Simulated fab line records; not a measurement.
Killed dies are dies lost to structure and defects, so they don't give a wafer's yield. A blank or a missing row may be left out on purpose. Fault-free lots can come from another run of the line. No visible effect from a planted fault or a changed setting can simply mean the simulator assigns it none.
fab line records | flow nand_harc
record lots=12 | wafers=34 | last_day=33
route steps=1302 shown P_START@1 P_STI@88 END@1302
lots untouched by any fault: they come from a run of this same line in which no faults occurred
start_h: the number of hours between the record's first day and the start of the first shown wafer of the lot | wait_h: hours from the lot's prior step to this one | " unchanged from the row above | L1.1+2: several wafers, shown together as one row | - no value present, or no start provided | * or withheld: withheld | < > ~ a bound
route shown NAME@n: NAME is a module with steps in the file, n the number in the route of the first one | usual: mean/standard deviation taken from wafers without a fault | same: alike in all rows | chamber/n: place in a boat | sites: the reading at each site | _std_site: how widely they spread, as a standard deviation | _edge_site: outer sites' mean less inner sites' | radius_mm: for every site, how far away it sits from the centre of the wafer | mask NAME#n: copy n | behind: tool/chamber where the wafer was last shaped | hold: reason for holding the lot/hours on hold/outcome of the hold | device: names the non-switching transistor (n, p or np) | end of line: at the end of the route, the tests of the same wafers | a step without rows: its recipe alone | killed: not the wafer's yield, but the dies lost to structure and defects at the first sort | map: the dies of a wafer, with x for killed, . for not killed, _ for no die there
set.NAME: the setting that was run; set.NAME@STEP: the one run at that earlier step | model.NAME: the simulator's own value behind a step, which no gauge read
the route's steps for a sample of lots (tables are steps, rows are wafers)
services: the hour from which a tool's chamber was out of use, counted from the record's first day as start_h (under 0 if before that day), plus the number of hours and why
## steps
# step NHARC_P_START_INSPECT_01
# usual raw_defect_count=3.8/2.1
lot.wafer | tool              | chamber | start_h | wait_h | raw_defect_count
L732.1    | defect_inspect-01 | -       | 30.04   | -      | 5
L732.3    | "                 | -       | "       | "      | 3
L732.6    | "                 | -       | "       | "      | 1
L733.2    | defect_inspect-01 | -       | 40.04   | -      | 3
L733.3    | "                 | -       | "       | "      | 7
L733.4    | "                 | -       | "       | "      | 4
L734.1    | defect_inspect-02 | -       | 50.04   | -      | 1
L734.5    | "                 | -       | "       | "      | 4
L734.6    | "                 | -       | "       | "      | 6
L740.1    | defect_inspect-02 | -       | 110.04  | -      | 5
L740.5    | "                 | -       | "       | "      | 2
L740.6    | "                 | -       | "       | "      | 1
L741.3    | defect_inspect-01 | -       | 120.04  | -      | 4
L741.5    | "                 | -       | "       | "      | 4
L742.1    | defect_inspect-01 | -       | 130.03  | -      | 4
L742.5    | "                 | -       | "       | "      | 2
L748.1    | defect_inspect-01 | -       | 190.04  | -      | 4
L748.2    | "                 | -       | "       | "      | 10
L748.5    | "                 | -       | "       | "      | 4
L749.1    | defect_inspect-01 | -       | 200.04  | -      | 7
L749.2    | "                 | -       | "       | "      | 8
L749.4    | "                 | -       | "       | "      | 3
L750.1    | defect_inspect-02 | -       | 210.04  | -      | 6
L750.5    | "                 | -       | "       | "      | 4
L750.6    | "                 | -       | "       | "      | 7
L751.1    | defect_inspect-01 | -       | 220.04  | -      | 3
L751.4    | "                 | -       | "       | "      | 3
L751.6    | "                 | -       | "       | "      | 2
L752.1    | defect_inspect-01 | -       | 230.04  | -      | 3
L752.2    | "                 | -       | "       | "      | 2
L752.5    | "                 | -       | "       | "      | 4
L754.1    | defect_inspect-02 | -       | 250.04  | -      | 3
L754.2    | "                 | -       | "       | "      | 2
L754.4    | "                 | -       | "       | "      | 0
# step NHARC_P_STI_ETCH_42
# recipe target_depth_a=800 | overetch_a=240 | time_s=61 | ion_energy_ev=200 | n2_flow_sccm=150 | h2_flow_sccm=150 | ar_flow_sccm=0 | rf_w=400 | bias_w=150 | chemistry=N2/H2
# usual drypump_motor_current_A=5.7/0.48 | oes_product_au=1.001/0.0077 | rf_vpp_V=430.1/2.5 | showerhead_plenum_p_Torr=2.03/0.085 | throttle_valve_pct=14.171/0.0092
lot.wafer | tool        | chamber | start_h | wait_h | drypump_motor_current_A | oes_product_au | rf_hours_counter_h | rf_vpp_V | showerhead_plenum_p_Torr | throttle_valve_pct
L732.3    | rie_diel-13 | 0       | 56.44   | 0.1    | 6.5                     | 0.994          | 4                  | 429.4    | 1.95                     | 14.147
L732.1    | "           | 1       | "       | "      | 5.2                     | 1.004          | 4                  | 431.1    | 2.06                     | 14.167
L732.6    | "           | 3       | "       | "      | 4.9                     | 1.002          | -                  | 428.6    | 1.93                     | 14.180
L733.4    | rie_diel-12 | 3       | 64.14   | 0.1    | 6.1                     | 1.004          | 13                 | 427.3    | 1.98                     | 14.165
L733.3    | "           | 0       | "       | "      | 6.4                     | 0.998          | 14                 | 433.5    | 2.13                     | 14.171
L733.2    | "           | 1       | "       | "      | 5.2                     | 0.984          | 11                 | 430.8    | 2.02                     | 14.178
L734.1    | rie_diel-13 | 3       | 74.70   | 0.1    | 5.0                     | 0.996          | 5                  | 426.2    | 1.93                     | 14.166
L734.5    | "           | 1       | "       | "      | 5.2                     | 1.003          | -                  | 431.3    | 2.06                     | 14.160
L734.6    | "           | 2       | "       | "      | 5.6                     | 1.000          | -                  | 428.9    | 1.99                     | 14.181
L740.1    | rie_diel-13 | 2       | 134.34  | 0.1    | 5.7                     | 1.010          | 10                 | 429.1    | 1.98                     | 14.185
L740.5    | "           | 0       | "       | "      | 6.5                     | 0.988          | -                  | 427.7    | 1.95                     | 14.171
L740.6    | "           | 2       | "       | "      | 5.7                     | 1.008          | -                  | 431.0    | 1.98                     | 14.187
L741.3    | rie_diel-13 | 2       | 144.64  | 0.1    | 5.7                     | 1.005          | 11                 | 427.9    | 1.98                     | 14.182
L741.5    | "           | 0       | "       | "      | 6.5                     | 0.995          | -                  | 428.2    | 1.95                     | 14.172
L742.1    | rie_diel-02 | 1       | 154.79  | 0.1    | 5.4                     | 1.000          | 5                  | 433.5    | 2.13                     | 14.161
L742.5    | "           | 3       | "       | "      | 5.3                     | 1.007          | -                  | 429.6    | 2.04                     | 14.193
L748.1    | rie_diel-02 | 3       | 212.54  | 0.1    | 5.3                     | 1.019          | 7                  | 432.3    | 2.04                     | 14.175
L748.2    | "           | 2       | "       | "      | 5.6                     | 1.017          | 7                  | 434.6    | 2.20                     | 14.155
L748.5    | "           | 0       | "       | "      | 6.1                     | 1.008          | -                  | 428.2    | 1.95                     | 14.171
L749.1    | rie_diel-12 | 1       | 227.89  | 0.1    | 5.1                     | 1.002          | 10                 | 430.1    | 2.02                     | 14.187
L749.2    | "           | 2       | "       | "      | 5.7                     | 0.993          | 10                 | 428.9    | 1.99                     | 14.178
L749.4    | "           | 1       | "       | "      | 5.1                     | 0.999          | -                  | 431.0    | 2.02                     | 14.167
L750.1    | rie_diel-02 | 2       | 238.90  | 0.1    | 5.6                     | 0.990          | 0                  | 432.3    | 2.20                     | 14.183
L750.6    | "           | 2       | "       | "      | 5.6                     | 0.990          | -                  | 436.1    | 2.20                     | 14.158
L750.5    | "           | 3       | "       | "      | 5.3                     | 1.006          | -                  | 429.2    | 2.04                     | 14.178
L751.4    | rie_diel-13 | 0       | 246.76  | 0.1    | 6.5                     | 1.007          | 4                  | 428.3    | 1.95                     | 14.166
L751.1    | "           | 3       | "       | "      | 4.9                     | 1.009          | 4                  | 425.7    | 1.92                     | 14.166
L751.6    | "           | 1       | "       | "      | 5.2                     | 1.002          | -                  | 429.9    | 2.05                     | 14.170
L752.1    | rie_diel-12 | 2       | 253.73  | 0.1    | 5.7                     | 0.993          | 13                 | 429.2    | 1.99                     | 14.163
L752.2    | "           | 1       | "       | "      | 5.2                     | 0.996          | 13                 | 430.2    | 2.02                     | 14.159
L752.5    | "           | 2       | "       | "      | 5.7                     | 0.992          | -                  | 428.5    | 1.99                     | 14.166
L754.2    | rie_diel-02 | 2       | 276.01  | 0.1    | 5.6                     | 0.992          | 3                  | 433.9    | 2.20                     | 14.168
L754.4    | "           | 3       | "       | "      | 5.3                     | 1.000          | 3                  | 429.4    | 2.04                     | 14.176
L754.1    | "           | 0       | "       | "      | 6.1                     | 0.990          | 2                  | 430.0    | 1.95                     | 14.174
# step NHARC_P_STI_ETCH_15
# recipe target_depth_a=3000 | taper_deg=4 | time_s=100.1 | hbr_flow_sccm=150 | cl2_flow_sccm=50 | rf_w=400 | icp_w=400 | bias_w=100 | chemistry=HBr/Cl2
# usual drypump_motor_current_A=5.7/0.5 | oes_product_au=1.000/0.0081 | throttle_valve_pct=26.405/0.0094
lot.wafer | tool      | chamber | start_h | wait_h | drypump_motor_current_A | oes_product_au | rf_hours_counter_h | throttle_valve_pct
L732.3    | rie_si-05 | 2       | 56.64   | -      | 6.2                     | 1.004          | 0.8                | 26.403
L732.1    | "         | 3       | "       | "      | 5.3                     | 0.994          | 0.5                | 26.410
L732.6    | "         | 1       | "       | "      | 6.4                     | 0.999          | -                  | 26.399
L733.4    | rie_si-05 | 0       | 64.33   | -      | 6.2                     | 1.012          | 0.6                | 26.405
L733.3    | "         | 2       | "       | "      | 6.2                     | 1.003          | 0.9                | 26.412
L733.2    | "         | 3       | "       | "      | 5.3                     | 1.001          | 0.5                | 26.413
L734.1    | rie_si-05 | 1       | 74.88   | -      | 6.4                     | 1.007          | 0.9                | 26.400
L734.5    | "         | 1       | "       | "      | 6.4                     | 1.011          | -                  | 26.411
L734.6    | "         | 2       | "       | "      | 6.2                     | 1.004          | -                  | 26.406
L740.1    | rie_si-04 | 0       | 134.59  | -      | 5.3                     | 1.001          | 1.0                | 26.406
L740.6    | "         | 1       | "       | "      | 5.7                     | 1.206          | -                  | 26.395
L740.5    | "         | 2       | "       | "      | 4.8                     | 1.220          | -                  | 26.402
L741.3    | rie_si-04 | 2       | 144.84  | -      | 4.8                     | 1.002          | 1.1                | 26.412
L741.5    | "         | 0       | "       | "      | 5.3                     | 1.210          | -                  | 26.402
L742.1    | rie_si-04 | 2       | 154.97  | -      | 4.8                     | 1.004          | 1.1                | 26.392
L742.5    | "         | 2       | "       | "      | 4.8                     | 1.215          | -                  | 26.411
L748.1    | rie_si-05 | 3       | 212.75  | -      | 5.3                     | 0.984          | 0.5                | 26.411
L748.2    | "         | 0       | "       | "      | 6.2                     | 0.995          | 0.4                | 26.397
L748.5    | "         | 3       | "       | "      | 5.3                     | 0.986          | -                  | 26.415
L749.2    | rie_si-04 | 1       | 228.10  | -      | 5.7                     | 0.995          | 0.3                | 26.407
L749.4    | "         | 3       | "       | "      | 5.8                     | 1.001          | 0.3                | 26.409
L749.1    | "         | 0       | "       | "      | 5.3                     | 1.000          | 0.3                | 26.403
L750.1    | rie_si-04 | 0       | 239.11  | -      | 5.3                     | 0.989          | 0.3                | 26.403
L750.6    | "         | 3       | "       | "      | 5.8                     | 1.002          | -                  | 26.410
L750.5    | "         | 0       | "       | "      | 5.3                     | 0.998          | -                  | 26.401
L751.1    | rie_si-02 | 0       | 246.95  | -      | 6.1                     | 0.990          | 0.8                | 26.398
L751.4    | "         | 3       | "       | "      | 6.3                     | 1.017          | -                  | 26.403
L751.6    | "         | 0       | "       | "      | 6.1                     | 0.997          | -                  | 26.394
L752.2    | rie_si-04 | 2       | 253.92  | -      | 4.8                     | 0.984          | 0.6                | 26.406
L752.1    | "         | 3       | "       | "      | 5.8                     | 0.994          | 0.5                | 26.389
L752.5    | "         | 3       | "       | "      | 5.8                     | 0.999          | -                  | 26.404
L754.1    | rie_si-02 | 1       | 276.21  | -      | 5.6                     | 1.011          | 0.8                | 26.401
L754.2    | "         | 2       | "       | "      | 5.8                     | 1.001          | 1.0                | 26.395
L754.4    | "         | 3       | "       | "      | 6.3                     | 1.024          | 1.3                | 26.402
# step NHARC_P_STI_CD_MEAS_16
# usual cd_nm=198.8/2
lot.wafer | tool      | chamber | start_h | wait_h | cd_nm
L732.1    | cd_sem-02 | -       | 56.78   | -      | 199.8
L732.3    | "         | -       | "       | "      | 202.6
L732.6    | "         | -       | "       | "      | 198.2
L733.2    | cd_sem-03 | -       | 64.49   | -      | 199.9
L733.3    | "         | -       | "       | "      | 200.6
L733.4    | "         | -       | "       | "      | 201.2
L734.1    | cd_sem-03 | -       | 75.04   | -      | 199.8
L734.5    | "         | -       | "       | "      | 195.5
L734.6    | "         | -       | "       | "      | 200.4
L740.1    | cd_sem-01 | -       | 134.70  | -      | 200.4
L740.5    | "         | -       | "       | "      | 201.0
L740.6    | "         | -       | "       | "      | 200.1
L741.3    | cd_sem-02 | -       | 144.98  | -      | 197.1
L741.5    | "         | -       | "       | "      | 195.5
L742.1    | cd_sem-03 | -       | 155.13  | -      | 199.2
L742.5    | "         | -       | "       | "      | 199.3
L748.1    | cd_sem-02 | -       | 212.89  | -      | 197.5
L748.2    | "         | -       | "       | "      | 198.8
L748.5    | "         | -       | "       | "      | 199.5
L749.1    | cd_sem-02 | -       | 228.27  | -      | 201.0
L749.2    | "         | -       | "       | "      | 199.7
L749.4    | "         | -       | "       | "      | 200.6
L750.1    | cd_sem-02 | -       | 239.25  | -      | 198.3
L750.5    | "         | -       | "       | "      | 201.0
L750.6    | "         | -       | "       | "      | 196.2
L751.1    | cd_sem-03 | -       | 247.20  | -      | 200.0
L751.4    | "         | -       | "       | "      | 202.9
L751.6    | "         | -       | "       | "      | 200.2
L752.1    | cd_sem-03 | -       | 254.08  | -      | 199.7
L752.2    | "         | -       | "       | "      | 198.6
L752.5    | "         | -       | "       | "      | 201.9
L754.1    | cd_sem-03 | -       | 276.35  | -      | 196.7
L754.2    | "         | -       | "       | "      | 196.4
L754.4    | "         | -       | "       | "      | 196.7
# step NHARC_P_STI_OCD_MEAS_17
# usual trench_depth_nm=300.3/2.9 | trench_foot_cd_nm=157.4/2
lot.wafer | tool   | chamber | start_h | wait_h | trench_depth_nm | trench_foot_cd_nm
L732.1    | ocd-01 | -       | 56.87   | 0.1    | 299.3           | 158.9
L732.3    | "      | -       | "       | "      | 302.0           | 160.2
L732.6    | "      | -       | "       | "      | 299.5           | 158.7
L733.2    | ocd-02 | -       | 64.59   | 0.1    | 300.5           | 159.1
L733.3    | "      | -       | "       | "      | 300.3           | 159.8
L733.4    | "      | -       | "       | "      | 301.8           | 160.2
L734.1    | ocd-01 | -       | 75.13   | 0.1    | 304.2           | 158.1
L734.5    | "      | -       | "       | "      | 304.6           | 153.4
L734.6    | "      | -       | "       | "      | 304.3           | 157.7
L740.1    | ocd-01 | -       | 134.79  | 0.1    | 302.2           | 158.1
L740.5    | "      | -       | "       | "      | 404.8           | 144.4
L740.6    | "      | -       | "       | "      | 402.2           | 144.4
L741.3    | ocd-02 | -       | 145.06  | 0.1    | 301.8           | 155.1
L741.5    | "      | -       | "       | "      | 403.1           | 141.2
L742.1    | ocd-01 | -       | 155.22  | 0.1    | 301.0           | 157.3
L742.5    | "      | -       | "       | "      | 404.5           | 143.7
L748.1    | ocd-02 | -       | 212.98  | 0.1    | 296.4           | 157.8
L748.2    | "      | -       | "       | "      | 297.1           | 158.5
L748.5    | "      | -       | "       | "      | 295.7           | 157.3
L749.1    | ocd-02 | -       | 228.36  | 0.1    | 299.3           | 161.2
L749.2    | "      | -       | "       | "      | 297.1           | 159.5
L749.4    | "      | -       | "       | "      | 300.6           | 159.5
L750.1    | ocd-02 | -       | 239.34  | 0.1    | 298.2           | 156.1
L750.5    | "      | -       | "       | "      | 299.1           | 159.1
L750.6    | "      | -       | "       | "      | 300.6           | 153.9
L751.1    | ocd-01 | -       | 247.29  | 0.1    | 298.1           | 158.2
L751.4    | "      | -       | "       | "      | 305.1           | 159.5
L751.6    | "      | -       | "       | "      | 298.9           | 157.1
L752.1    | ocd-01 | -       | 254.17  | 0.1    | 296.3           | 159.2
L752.2    | "      | -       | "       | "      | 296.3           | 158.1
L752.5    | "      | -       | "       | "      | 297.3           | 161.6
L754.1    | ocd-02 | -       | 276.44  | 0.1    | 305.4           | 154.2
L754.2    | "      | -       | "       | "      | 304.4           | 155.0
L754.4    | "      | -       | "       | "      | 306.2           | 154.8
# step NHARC_END_SORT_01
# recipe temp_c=25
# usual killed_at_array=46/15 | killed_at_other=0.8/1.1 | killed_at_periphery=4.0/2.9 | killed_dies=50/15 | killed_open=3.2/1.8 | killed_short=2.3/1.6
# same gross_dies=677
lot.wafer | tool      | chamber | start_h | wait_h | killed_at_array | killed_at_other | killed_at_periphery | killed_dies | killed_open | killed_short
L748.2    | prober-02 | 0       | 722.00  | 2.8    | 43              | 2               | 4                   | 49          | 0           | 3
L748.5    | prober-02 | 0       | 724.42  | 3.7    | 52              | 0               | 4                   | 56          | 4           | 5
# killed by level:class
L748.2 A_SLIT:chamber_film_flake=25 A_CHANNEL_HOLE_D1:chamber_film_flake=8 A_WL_FILL:chamber_film_flake=3 A_CONTACT:chamber_film_flake=3 P_STI:chamber_film_flake=2 THIN_TSV:chamber_film_flake=2 P_M1:geometric_particle:short=1 A_ONON_D1:geometric_particle:short=1
L748.5 A_SLIT:chamber_film_flake=27 A_CHANNEL_HOLE_D1:chamber_film_flake=10 A_STAIRCASE:chamber_film_flake=4 A_BLC:geometric_particle:short=2 P_M0:chamber_film_flake=2 A_WL_FILL:chamber_film_flake=2 A_CONTACT:chamber_film_flake=2 P_CONTACT:geometric_particle:open=1
## services
tool        | chamber | start_h | hours | kind
rie_si-02   | 3       | 34.13   | 6.3   | repair
rie_diel-02 | -       | 39.70   | 9.0   | pm
rie_diel-02 | 2       | 58.53   | 6.3   | repair
rie_diel-02 | -       | 83.21   | 1.7   | repair
rie_si-04   | 3       | 88.78   | 5.7   | repair
rie_diel-12 | -       | 89.65   | 0.2   | repair
rie_diel-12 | -       | 91.40   | 9.0   | pm
rie_si-05   | 0       | 111.82  | 2.2   | repair
rie_si-05   | -       | 128.00  | 9.0   | pm
rie_diel-13 | 1       | 132.66  | 11.3  | repair
rie_diel-02 | 3       | 158.34  | 2.5   | repair
rie_diel-12 | 3       | 161.16  | 6.3   | repair
rie_diel-13 | -       | 165.00  | 9.0   | pm
rie_si-04   | -       | 165.00  | 9.0   | pm
rie_si-05   | -       | 173.25  | 0.2   | repair
rie_si-04   | 3       | 189.57  | 3.6   | repair
rie_si-04   | 2       | 213.14  | 1.0   | repair
rie_diel-02 | -       | 216.70  | 9.0   | pm
rie_diel-12 | 0       | 221.18  | 11.2  | repair
rie_diel-13 | 2       | 222.04  | 20.7  | repair
rie_diel-12 | 3       | 240.37  | 8.1   | repair
rie_diel-13 | 3       | 247.59  | 6.3   | repair
rie_diel-02 | 1       | 257.31  | 18.0  | repair
rie_diel-12 | -       | 268.40  | 9.0   | pm
## key
first_sign step=NHARC_P_STI_ETCH_15 | reading=oes_product_au | direction=up | sigmas=26 | usual=1.000 | struck=1.213
effect step=NHARC_P_STI_OCD_MEAS_17 | reading=trench_depth_nm | direction=up | sigmas=35 | usual=300.3 | struck=403.6
met_at NHARC_P_STI_ETCH_15
struck_lots L740,L741,L742
struck_wafers L740.5,L740.6,L741.5,L742.5
tester_left_out L740,L741,L742
not_acting_at NHARC_P_START_INSPECT_01,NHARC_P_STI_ETCH_42,NHARC_P_STI_CD_MEAS_16
fault kind=process_parameter_drift | tool=rie_si-04 | chamber=- | onset_h=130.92 | steps=NHARC_P_STI_ETCH_15 | channel=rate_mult | offset=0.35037 | shape=step | end_h=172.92 | scope=struck_wafers_only
# tester_left_out: of these lots the tester's yield and bins aren't shown, on N5 and GAA mostly nor the transistor test; their killed dies are dies lost to structure and defects alone, not to doping, threshold or leakage, so they don't give the yield
